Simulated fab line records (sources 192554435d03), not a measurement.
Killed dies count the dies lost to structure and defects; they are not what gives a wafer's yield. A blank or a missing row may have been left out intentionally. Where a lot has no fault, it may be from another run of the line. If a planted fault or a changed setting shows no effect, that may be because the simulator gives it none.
Which of the tools did it? -- flow n5 finfet -- 8 lots with 24 wafers sampled at 6 steps, on a route of 1938 steps

WHAT THE GAUGES READ, wafer by wafer
N5_MOL_CONTACT_COAG_INSPECT_42: inspects for defects (brightfield). Usual: raw defect count reads 200 (standard deviation 51).
lot,measured,on,raw defect count,flag
L340,day 7 00:43,defect inspect-01,1164 253 193,OFF
L346,day 8 08:25,defect inspect-01,189 252 206,
L348,day 8 23:28,defect inspect-01,156 170 147,
L349,day 9 02:45,defect inspect-01,217 249 156,
L352,day 10 01:30,defect inspect-01,255 221 165,
L353,day 10 07:57,defect inspect-02,133 105 199,
L354,day 10 13:04,defect inspect-02,155 231 107,
L355,day 11 07:35,defect inspect-01,238 209 229,

N5_BEOL_M4_RC_MEAS_101. Usual: DIBL_N 36.4 mV/V, standard deviation 1.3; DIBL_P 36.5 mV/V, standard deviation 1.7; IOFF_N 0.154 nA/um, standard deviation 0.022; IOFF_P 0.202 nA/um, standard deviation 0.025; ION_N 671 uA/um, standard deviation 9.8; ION_P 460 uA/um, standard deviation 6.8; SS_N 71.6 mV/dec, standard deviation 0.54; SS_P 73.4 mV/dec, standard deviation 0.58; VT_N 250.9 mV, standard deviation 2.8; VT_P -251.4 mV, standard deviation 2.7.
lot,measured,on,DIBL_N (mV/V),DIBL_P (mV/V),IOFF_N (nA/um),IOFF_P (nA/um),ION_N (uA/um),ION_P (uA/um),SS_N (mV/dec),SS_P (mV/dec),VT_N (mV),VT_P (mV),flag
L340,day 10 04:04,prober-02,35.0 35.8 35.1,35.0 36.2 34.2,0.147 0.169 0.147,0.186 0.206 0.174,666 679 666,460 465 449,71.6 71.2 71.5,73.4 73.2 73.8,252.3 249.0 252.8,-252.5 -253.1 -252.6,
L346,day 10 14:43,prober-02,36.2 35.1 34.2,36.7 35.4 33.9,0.164 0.143 0.132,0.205 0.187 0.176,681 671 671,464 459 458,71.7 71.8 71.3,72.6 72.5 72.5,250.9 252.5 251.3,-250.8 -251.6 -253.4,
L348,day 11 21:14,prober-01,37.2 35.0 36.2,35.4 34.6 35.3,0.176 0.140 0.156,0.210 0.197 0.205,665 667 663,452 457 456,72.6 72.0 71.8,73.9 73.3 73.6,250.9 252.5 250.5,-251.1 -249.8 -248.8,
L349,day 12 01:38,prober-01,33.6 34.6 35.3,33.9 35.4 36.2,0.125 0.136 0.144,0.181 0.197 0.205,662 671 667,457 463 457,70.7 71.0 71.8,72.4 73.3 73.4,255.2 252.1 253.1,-250.4 -249.0 -250.7,
L352,day 12 18:36,prober-01,35.8 38.0 36.2,35.5 37.1 35.9,0.135 0.161 0.139,0.225 0.260 0.243,662 656 655,466 461 458,70.9 72.7 71.7,73.0 73.9 73.3,253.4 249.9 252.5,-250.0 -247.8 -245.9,
L353,day 13 07:52,prober-01,37.1 37.6 37.2,35.6 37.3 37.7,0.163 0.188 0.193,0.198 0.241 0.248,661 676 687,449 463 469,71.9 71.9 71.4,73.7 74.4 73.6,250.8 244.2 246.1,-252.9 -245.9 -245.7,
L354,day 12 23:37,prober-02,38.7 37.7 38.3,40.7 40.3 41.4,0.203 0.184 0.213,0.250 0.238 0.267,671 675 679,462 457 461,73.0 72.1 72.4,74.1 74.4 73.9,248.8 249.9 248.1,-248.9 -249.7 -247.8,
L355,day 13 22:59,prober-01,34.7 35.0 35.2,34.7 35.3 36.0,0.130 0.134 0.145,0.191 0.199 0.215,662 679 672,459 466 464,71.6 70.6 71.2,72.5 72.7 72.4,253.3 251.0 250.8,-251.2 -248.1 -249.1,

WHAT TOOL EACH LOT RAN ON (gives the tool, then ch and the chambers of the sampled wafers, and finally the start)
lot,N5_MOL_CONTACT_COAG_STRIP_96,N5_MOL_CONTACT_COAG_ETCH_47,N5_MOL_CONTACT_COAG_STRIP_119,N5_MOL_CONTACT_COAG_VIA_ETCH_117
L340,"rie diel-05 ch 1,2, day 7 00:02","rie diel-05 ch 1,2, day 7 00:05","plasma asher-01 ch 0,1, day 7 00:10","rie diel-02 ch 0,2, day 7 01:14"
L346,"rie diel-02 ch 2,3, day 8 07:37","rie diel-02 ch 2,3, day 8 07:39","plasma asher-02 ch 0,1, day 8 07:44","rie diel-06 ch 0,2, day 8 08:59"
L348,"rie diel-06 ch 0,1,3, day 8 22:40","rie diel-06 ch 0,1,3, day 8 22:42","plasma asher-01 ch 0,1, day 8 22:47","rie diel-02 ch 2,3, day 9 00:09"
L349,"rie diel-06 ch 2,3, day 9 02:05","rie diel-06 ch 2,3, day 9 02:07","plasma asher-02 ch 0,1, day 9 02:13","rie diel-02 ch 0,2,3, day 9 03:38"
L352,"rie diel-05 ch 2,3, day 10 00:50","rie diel-05 ch 2,3, day 10 00:52","plasma asher-02 ch 0,1, day 10 00:57","rie diel-06 ch 0,3, day 10 02:05"
L353,"rie diel-05 ch 0,2,3, day 10 07:08","rie diel-05 ch 0,2,3, day 10 07:11","plasma asher-02 ch 1, day 10 07:16","rie diel-02 ch 0,2,3, day 10 08:28"
L354,"rie diel-05 ch 0,2, day 10 12:23","rie diel-05 ch 0,2, day 10 12:26","plasma asher-01 ch 0,1, day 10 12:32","rie diel-06 ch 1,2, day 10 13:35"
L355,"rie diel-06 ch 0,1,3, day 11 06:44","rie diel-06 ch 0,1,3, day 11 06:46","plasma asher-02 ch 0,1, day 11 06:56","rie diel-02 ch 0,1, day 11 08:13"
- N5_MOL_CONTACT_COAG_STRIP_96: strips in N2/H2.
- N5_MOL_CONTACT_COAG_ETCH_47: etches SiNx in CH3F/O2, stops on W, target depth 27 nm.
- N5_MOL_CONTACT_COAG_STRIP_119: strips in N2/H2, time 30 s.
- N5_MOL_CONTACT_COAG_VIA_ETCH_117: etches SiO2 in C4F6/O2, target depth 40 nm, overetch 8 nm, time 26 s.

WHAT THE TOOLS THEMSELVES READ (means of the sampled wafers that have a number; where no wafer has one, the mark that the record gives instead)
N5_MOL_CONTACT_COAG_STRIP_96. Usual: drypump motor current A 5.8 A, standard deviation 0.36; oes product au 0.80 a.u., standard deviation 0.096; rf vpp V 121.5 V, standard deviation 1.3; showerhead plenum p Torr 3.31 Torr, standard deviation 0.08; throttle valve pct 19.0 %, standard deviation 0.36.
lot,tool,drypump motor current A (A),oes product au (a.u.),rf vpp V (V),showerhead plenum p Torr (Torr),throttle valve pct (%),flag
L340,rie diel-05,5.5,0.89,122.5,3.36,19.0,
L346,rie diel-02,6.1,0.73,121.1,3.30,19.3,
L348,rie diel-06,6.0,0.79,122.4,3.29,19.1,
L349,rie diel-06,6.0,0.88,121.0,3.26,18.4,
L352,rie diel-05,6.1,0.85,121.8,3.39,18.9,
L353,rie diel-05,5.9,0.81,121.9,3.33,18.8,
L354,rie diel-05,6.1,0.87,121.1,3.37,18.8,
L355,rie diel-06,6.0,0.79,121.8,3.28,19.1,

N5_MOL_CONTACT_COAG_ETCH_47. Usual: drypump motor current A 5.8 A, standard deviation 0.36; etch rf on time s 31.3 s, standard deviation 0.49; oes product au 0.71 a.u., standard deviation 0.085; rf vpp V 297.0 V, standard deviation 2.9; showerhead plenum p Torr 1.97 Torr, standard deviation 0.048; throttle valve pct 16.39 %, standard deviation 0.25.
lot,tool,drypump motor current A (A),etch rf on time s (s),oes product au (a.u.),rf vpp V (V),showerhead plenum p Torr (Torr),throttle valve pct (%),flag
L340,rie diel-05,5.5,31.2,0.79,298.3,2.00,16.29,
L346,rie diel-02,6.1,31.3,0.65,297.2,1.96,16.84,
L348,rie diel-06,6.0,31.1,0.72,299.8,1.95,16.40,
L349,rie diel-06,6.0,30.7,0.79,297.4,1.95,16.09,
L352,rie diel-05,6.0,31.0,0.75,295.3,2.02,16.37,
L353,rie diel-05,5.8,31.2,0.73,294.5,1.98,16.34,
L354,rie diel-05,6.0,31.2,0.78,295.9,2.01,16.29,
L355,rie diel-06,6.0,31.0,0.70,299.1,1.95,16.44,

N5_MOL_CONTACT_COAG_STRIP_119. Usual: drypump motor current A 5.7 A, standard deviation 0.41; heater power w 327 W, standard deviation 33.
lot,tool,drypump motor current A (A),heater power w (W),flag
L340,plasma asher-01,5.2,361,
L346,plasma asher-02,5.9,303,
L348,plasma asher-01,5.3,364,
L349,plasma asher-02,6.0,312,
L352,plasma asher-02,6.0,312,
L353,plasma asher-02,6.3,322,
L354,plasma asher-01,5.3,362,
L355,plasma asher-02,6.1,310,

N5_MOL_CONTACT_COAG_VIA_ETCH_117. Usual: drypump motor current A 5.8 A, standard deviation 0.37; oes product au 0.68 a.u., standard deviation 0.064; rf vpp V 1585 V, standard deviation 15; showerhead plenum p Torr 2.79 Torr, standard deviation 0.082; throttle valve pct 41.24 %, standard deviation 0.27.
lot,tool,drypump motor current A (A),oes product au (a.u.),rf vpp V (V),showerhead plenum p Torr (Torr),throttle valve pct (%),flag
L340,rie diel-02,6.1,0.67,1601,2.86,41.37,
L346,rie diel-06,5.9,0.84,1585,2.79,40.78,
L348,rie diel-02,6.1,0.64,1587,2.78,41.55,
L349,rie diel-02,6.0,0.65,1587,2.78,41.45,
L352,rie diel-06,5.9,0.76,1594,2.76,41.04,
L353,rie diel-02,6.0,0.64,1587,2.78,41.48,
L354,rie diel-06,6.0,0.70,1591,2.81,41.18,
L355,rie diel-02,5.3,0.64,1573,2.70,41.29,

THE ANSWER, worked out from the rows above alone
Rule: take the mean of a lot's wafers that have a number; if it is more than 3 standard deviations from the usual mean, the lot is off. A lot without any number at a reading at which 4 lots or more have one is off too. Any other lot the step has rows for is counted as sound. Order of review: gauges by route order, followed by the tools' own readings, for which a lot's mean as printed above is used. The first step at which some lot is off is used, and at that step the reading that is off furthest; a lot without a number counts as furthest.
Off: L340, at N5_MOL_CONTACT_COAG_INSPECT_42 (raw defect count).
A tool fits if, at a process step before that reading, it ran every lot that is off, and no sound lot after the first of them. Those tools and the gauges at N5_MOL_CONTACT_COAG_INSPECT_42 are tried in the same way. None of those tried fits.

WHAT THE SIMULATOR HAD PUT IN
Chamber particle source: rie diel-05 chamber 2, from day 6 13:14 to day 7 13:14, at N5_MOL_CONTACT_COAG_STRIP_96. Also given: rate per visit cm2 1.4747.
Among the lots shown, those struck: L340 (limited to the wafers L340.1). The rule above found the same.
